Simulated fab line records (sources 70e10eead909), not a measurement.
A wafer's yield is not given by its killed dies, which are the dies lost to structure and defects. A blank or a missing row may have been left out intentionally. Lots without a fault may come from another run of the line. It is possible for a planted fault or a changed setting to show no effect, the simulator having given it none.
What tool caused it? ; flow nandHarc ; Sampling: 13 lots, 39 wafers, 5 of 1302 route steps

== WHAT EACH GAUGE READ, for each wafer ==
NHARC_END_SORT_01. Usual: killedAtArray 54, standard deviation 18; killedAtOther 0.7, standard deviation 0.87; killedAtPeriphery 3.7, standard deviation 2.5; killedDies 59, standard deviation 19; killedOpen 3.3, standard deviation 2; killedShort 2.6, standard deviation 1.6.
lot;measured;on;killedAtArray;killedAtOther;killedAtPeriphery;killedDies;killedOpen;killedShort;flag
L963;day 27 06:28;prober-02;51 46 41;2 0 1;1 2 2;54 48 44;7 1 5;3 2 4;
L962;day 27 00:58;prober-01;75 65 81;1 0 0;8 3 5;84 68 86;3 2 3;6 4 0;
L965;day 27 08:44;prober-01;41 41 66;1 0 1;2 1 1;44 42 68;5 0 2;1 1 4;
L966;day 27 16:31;prober-01;38 46 64;0 0 1;3 3 3;41 49 68;1 5 7;4 1 4;
L970;day 28 09:37;prober-01;81 76 76;0 2 2;4 0 4;85 78 82;3 1 3;3 3 5;
L973;day 29 17:52;prober-02;23 20 22;1 0 1;2 2 1;26 22 24;4 3 3;4 4 1;
L975;day 30 04:58;prober-02;53 58 51;1 3 3;4 1 1;58 62 55;3 1 1;4 4 0;
L977;day 30 20:54;prober-02;52 46 43;0 0 0;5 3 6;57 49 49;5 3 6;5 2 0;
L980;day 31 13:26;prober-02;72 62 66;1 0 0;4 4 1;77 66 67;4 1 3;4 3 3;
L981;day 31 21:41;prober-01;81 72 92;0 0 0;2 2 5;83 74 97;4 3 6;1 0 4;
L984;day 33 12:49;prober-01;32 22 30;0 0 0;3 4 0;35 26 30;4 2 2;6 2 2;
L983;day 33 21:07;prober-02;45 52 58;3 1 0;7 2 7;55 55 65;3 5 4;1 2 1;

== WHAT TOOL EACH LOT RAN ON (gives the tool, then ch and the chambers of the sampled wafers, and finally the start) ==
lot;NHARC_A_CHANNEL_FILL_D2_ALD_02;NHARC_A_CHANNEL_FILL_D2_RTA_24;NHARC_A_STAIRCASE_DEP_156;NHARC_A_STAIRCASE_DESCUM_168
L963;aldHk-02 ch 0,1, day 13 17:41;rtpAnneal-02 ch 0, day 15 17:43;pecvd-03 ch 1,2, day 15 17:59;rieDiel-09 ch 0,1,2, day 15 18:58
L962;aldHk-02 ch 0,1,3, day 13 18:19;rtpAnneal-02 ch 0, day 15 21:20;pecvd-03 ch 0,1, day 15 21:36;rieDiel-09 ch 0,1, day 15 22:26
L965;aldHk-04 ch 0,1, day 15 04:52;rtpAnneal-01 ch 0, day 17 06:38;pecvd-03 ch 0,1,2, day 17 06:56;rieDiel-05 ch 0,3, day 17 07:53
L966;aldHk-02 ch 1,2,3, day 15 09:02;rtpAnneal-01 ch 0, day 17 11:38;pecvd-03 ch 0,1,2, day 17 12:18;rieDiel-05 ch 0,1,2, day 17 13:07
L970;aldHk-03 ch 0,2,3, day 16 11:08;rtpAnneal-02 ch 0, day 18 12:19;pecvd-03 ch 0,2, day 18 12:50;rieDiel-09 ch 0,1,2, day 18 13:47
L969;aldHk-03 ch 0,2,3, day 16 11:50;rtpAnneal-02 ch 0, day 18 12:31;pecvd-04 ch 1,2, day 18 13:30;rieDiel-09 ch 0,2, day 18 14:22
L973;aldHk-03 ch 0,2,3, day 18 07:37;rtpAnneal-01 ch 0, day 20 07:40;pecvd-04 ch 0,1,2, day 20 07:56;rieDiel-05 ch 0,2,3, day 20 08:55
L975;aldHk-03 ch 0,1,2, day 19 13:07;rtpAnneal-02 ch 0, day 21 12:02;pecvd-03 ch 0,1, day 21 12:19;rieDiel-02 ch 1,2, day 21 13:25
L977;aldHk-02 ch 1,2, day 19 22:36;rtpAnneal-01 ch 0, day 21 22:04;pecvd-02 ch 0,1,2, day 21 22:19;rieDiel-02 ch 0,1, day 21 23:17
L980;aldHk-04 ch 0,1, day 20 20:12;rtpAnneal-02 ch 0, day 22 18:23;pecvd-03 ch 0,2, day 22 18:41;rieDiel-05 ch 1,2, day 22 19:58
L981;aldHk-04 ch 1,2, day 21 16:56;rtpAnneal-01 ch 0, day 23 16:31;pecvd-02 ch 1,2, day 23 16:47;rieDiel-02 ch 0,1,3, day 23 17:46
L984;aldHk-04 ch 1,3, day 22 10:46;rtpAnneal-02 ch 0, day 24 12:59;pecvd-02 ch 0,1,2, day 24 13:13;rieDiel-05 ch 0,1,3, day 24 14:17
L983;aldHk-03 ch 0,1,2, day 22 19:49;rtpAnneal-01 ch 0, day 24 21:17;pecvd-02 ch 0,1,2, day 24 21:34;rieDiel-05 ch 1,2,3, day 24 22:25
- NHARC_A_CHANNEL_FILL_D2_ALD_02: deposits SiO2, target thk 6 nm, pulse time 10 s, ald cycles 60.
- NHARC_A_CHANNEL_FILL_D2_RTA_24: time 5 s.
- NHARC_A_STAIRCASE_DEP_156: deposits SiNx, target thk 50 nm.
- NHARC_A_STAIRCASE_DESCUM_168: chemistry O2, time 3 s.

== AS READ BY THE TOOLS THEMSELVES (means over the sampled wafers that have a number; for cases with no such wafer, the mark the record gives instead) ==
NHARC_A_CHANNEL_FILL_D2_ALD_02. Usual: heaterPowerW 483 W, standard deviation 33; precursorPulseHeightRel 1.000, standard deviation 0.019.
lot;tool;heaterPowerW (W);precursorPulseHeightRel;flag
L963;aldHk-02;490;0.989;
L962;aldHk-02;508;0.998;
L965;aldHk-04;509;1.018;
L966;aldHk-02;503;1.009;
L970;aldHk-03;477;1.018;
L969;aldHk-03;479;1.002;
L973;aldHk-03;466;0.996;
L975;aldHk-03;488;1.004;
L977;aldHk-02;488;1.020;
L980;aldHk-04;488;1.019;
L981;aldHk-04;515;1.030;
L984;aldHk-04;456;1.013;
L983;aldHk-03;497;1.006;

NHARC_A_CHANNEL_FILL_D2_RTA_24. Usual: lampPowerPct 30.2 %, standard deviation 0.7; lamp_zone_2_pct 30.2 %, standard deviation 0.7; lamp_zone_3_pct 30.2 %, standard deviation 0.7; lamp_zone_6_pct 30.2 %, standard deviation 0.7; wafer_temp_C_max 1003.5, standard deviation 0.8.
lot;tool;lampPowerPct (%);lamp_zone_2_pct (%);lamp_zone_3_pct (%);lamp_zone_6_pct (%);wafer_temp_C_max;flag
L963;rtpAnneal-02;29.5;29.6;29.5;29.5;1003.6;
L962;rtpAnneal-02;29.5;29.5;29.5;29.5;1003.6;
L965;rtpAnneal-01;31.0;30.9;31.0;30.9;1003.5;
L966;rtpAnneal-01;30.9;30.9;30.9;30.9;1003.9;
L970;rtpAnneal-02;29.5;29.5;29.5;29.5;1003.4;
L969;rtpAnneal-02;29.5;29.5;29.5;29.5;1002.8;
L973;rtpAnneal-01;30.9;30.9;30.9;30.9;1003.6;
L975;rtpAnneal-02;29.6;29.5;29.5;29.5;1003.3;
L977;rtpAnneal-01;30.9;30.9;31.0;30.9;1003.2;
L980;rtpAnneal-02;29.5;29.5;29.6;29.5;1002.5;
L981;rtpAnneal-01;30.9;30.9;30.9;30.8;1003.7;
L984;rtpAnneal-02;29.5;29.5;29.6;29.5;1003.7;
L983;rtpAnneal-01;30.9;30.9;30.9;30.9;1003.9;

NHARC_A_STAIRCASE_DEP_156. Usual: 744 W for heaterPowerW, sd 74.
lot;tool;heaterPowerW (W);flag
L963;pecvd-03;750;
L962;pecvd-03;755;
L965;pecvd-03;711;
L966;pecvd-03;769;
L970;pecvd-03;819;
L969;pecvd-04;690;
L973;pecvd-04;712;
L975;pecvd-03;716;
L977;pecvd-02;680;
L980;pecvd-03;790;
L981;pecvd-02;791;
L984;pecvd-02;737;
L983;pecvd-02;694;

NHARC_A_STAIRCASE_DESCUM_168. Usual: drypumpMotorCurrentA 5.8 A, standard deviation 0.41; oesProductAu 1.000 a.u., standard deviation 0.009; rfVppV 57.6 V, standard deviation 0.95; showerheadPlenumPTorr 1.88 Torr, standard deviation 0.085; throttleValvePct 11.311 %, standard deviation 0.0086.
lot;tool;drypumpMotorCurrentA (A);oesProductAu (a.u.);rfVppV (V);showerheadPlenumPTorr (Torr);throttleValvePct (%);flag
L963;rieDiel-09;5.8;1.006;57.4;1.88;11.307;
L962;rieDiel-09;5.6;0.998;57.6;1.86;11.303;
L965;rieDiel-05;5.8;0.987;58.2;1.86;11.309;
L966;rieDiel-05;6.0;1.004;58.1;1.88;11.317;
L970;rieDiel-09;5.9;1.002;58.1;1.87;11.314;
L969;rieDiel-09;6.2;1.007;57.6;1.87;11.316;
L973;rieDiel-05;5.9;0.998;57.8;1.93;11.307;
L975;rieDiel-02;5.6;0.990;57.4;1.82;11.300;
L977;rieDiel-02;6.0;0.996;57.7;1.83;11.305;
L980;rieDiel-05;6.1;0.999;57.7;1.88;11.315;
L981;rieDiel-02;6.0;0.993;58.3;1.89;11.302;
L984;rieDiel-05;5.9;0.995;56.6;1.84;11.309;
L983;rieDiel-05;6.0;0.997;57.9;1.93;11.305;

== THE ANSWER, worked out from the rows above alone ==
Rule: take the mean of a lot's wafers that have a number; if it is more than 3 standard deviations from the usual mean, the lot is off. Also off: a lot with no number at a reading for which 4 or more lots have one. Any other lot the step has rows for is counted as sound. First the gauges in route order, then the tools' own readings, where a lot's mean is used as printed above. The first step at which some lot is off is used, and at that step the reading that is off furthest; a lot without a number counts as furthest.
None of the lots is off at any reading shown; this tells nothing.

== WHAT THE SIMULATOR PUT IN ==
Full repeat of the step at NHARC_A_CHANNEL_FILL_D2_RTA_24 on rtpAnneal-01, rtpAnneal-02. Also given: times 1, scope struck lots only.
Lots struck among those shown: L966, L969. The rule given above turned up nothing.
